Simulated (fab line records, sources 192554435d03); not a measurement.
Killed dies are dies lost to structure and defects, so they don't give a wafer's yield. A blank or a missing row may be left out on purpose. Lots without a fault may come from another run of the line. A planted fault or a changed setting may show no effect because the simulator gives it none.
Split-lot experiment | flow n5_finfet | 7 lots, 39 wafers read, on a route of 1938 steps

THE SPLIT
At N5_DUMMY_GATE_ETCH_32 (etches SiO2 in CF4, target depth 3.5 nm, time 3.9 s), the setting time_s was moved away from the recipe's 3.9 s on 15 of the 39 wafers read, by -22.6% to +15.3%. The other wafers ran this setting at the recipe's value.

The reading is taken at the split's own step.

THE READING
etch.depth_nm (the simulator's own value, which no gauge read), in nm, at N5_DUMMY_GATE_ETCH_32 (etches SiO2 in CF4, target depth 3.5 nm, time 3.9 s). The file gives no usual value for it. The 24 wafers here that ran the recipe average 3.480 nm, standard deviation 0.076 nm.

wafer  | tool, chamber at the split | time_s as run, s | against the recipe | etch.depth_nm, nm | against lot-mates on the recipe
L076.1 | rie_si-06, 1               | 3.9              | recipe             | 3.379             | -
L076.3 | rie_si-06, 2               | 3.9              | recipe             | 3.42              | -
L076.6 | rie_si-06, 1               | 3.9              | recipe             | 3.345             | -
L081.1 | rie_si-01, 1               | 3.528            | -9.5%              | 3.112             | -0.353
L081.2 | rie_si-01, 2               | 3.528            | -9.5%              | 3.133             | -0.332
L081.3 | rie_si-01, 3               | 3.9              | recipe             | 3.469             | -
L081.4 | rie_si-01, 0               | 3.9              | recipe             | 3.498             | -
L081.5 | rie_si-01, 1               | 3.9              | recipe             | 3.429             | -
L081.6 | rie_si-01, 0               | 3.528            | -9.5%              | 3.182             | -0.283
L082.1 | rie_si-01, 2               | 3.018            | -22.6%             | 2.686             | -0.792
L082.2 | rie_si-01, 3               | 3.018            | -22.6%             | 2.692             | -0.786
L082.3 | rie_si-01, 1               | 3.018            | -22.6%             | 2.645             | -0.833
L082.4 | rie_si-01, 0               | 3.9              | recipe             | 3.497             | -
L082.5 | rie_si-01, 2               | 3.9              | recipe             | 3.445             | -
L082.6 | rie_si-01, 3               | 3.9              | recipe             | 3.491             | -
L083.1 | rie_si-01, 0               | 3.178            | -18.5%             | 2.817             | -0.600
L083.2 | rie_si-01, 3               | 3.9              | recipe             | 3.46              | -
L083.3 | rie_si-01, 1               | 3.178            | -18.5%             | 2.767             | -0.650
L083.4 | rie_si-01, 2               | 3.9              | recipe             | 3.429             | -
L083.5 | rie_si-01, 0               | 3.178            | -18.5%             | 2.822             | -0.595
L083.6 | rie_si-01, 1               | 3.9              | recipe             | 3.363             | -
L085.1 | rie_si-02, 0               | 3.9              | recipe             | 3.484             | -
L085.2 | rie_si-02, 3               | 3.159            | -19.0%             | 2.875             | -0.643
L085.3 | rie_si-02, 2               | 3.9              | recipe             | 3.592             | -
L085.4 | rie_si-02, 1               | 3.159            | -19.0%             | 2.737             | -0.781
L085.5 | rie_si-02, 0               | 3.9              | recipe             | 3.479             | -
L085.6 | rie_si-02, 1               | 3.159            | -19.0%             | 2.761             | -0.757
L086.1 | rie_si-02, 2               | 3.9              | recipe             | 3.633             | -
L086.2 | rie_si-02, 3               | 3.9              | recipe             | 3.595             | -
L086.3 | rie_si-02, 1               | 3.9              | recipe             | 3.424             | -
L086.4 | rie_si-02, 0               | 3.9              | recipe             | 3.453             | -
L086.5 | rie_si-02, 3               | 3.9              | recipe             | 3.547             | -
L086.6 | rie_si-02, 2               | 3.9              | recipe             | 3.627             | -
L091.1 | rie_si-01, 2               | 4.495            | +15.3%             | 4.025             | +0.537
L091.2 | rie_si-01, 0               | 3.9              | recipe             | 3.54              | -
L091.3 | rie_si-01, 3               | 4.495            | +15.3%             | 4.116             | +0.628
L091.4 | rie_si-01, 1               | 3.9              | recipe             | 3.448             | -
L091.5 | rie_si-01, 2               | 4.495            | +15.3%             | 4.04              | +0.552
L091.6 | rie_si-01, 1               | 3.9              | recipe             | 3.477             | -

THE FIT
A straight line over all 39 wafers: etch.depth_nm changes by +0.0365 nm for each +1% of time_s; r = +0.98; the points scatter about the line by 0.066 nm.
The same after taking each lot's own level away (the mean of its wafers on the recipe; 39 wafers): +0.036 nm for each +1%; r = +0.99; scatter 0.052 nm.
On that fit, the largest move of time_s shifts the reading by 0.81 nm.
The lots' own levels span 3.3813 to 3.5465 nm, that is 2.2 times the standard deviation above.
So the lot-to-lot level changes the slope little: the two slopes agree.
Check: with one of the wafers moved furthest among these (-22.6%) left out of the fit, the line predicts -0.812 nm for it against its lot-mates. It came out at -0.792 nm against them.

THE FILE'S OWN FIT
etch.depth_nm changes by +0.0359 nm for each +1% of time_s, r = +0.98.
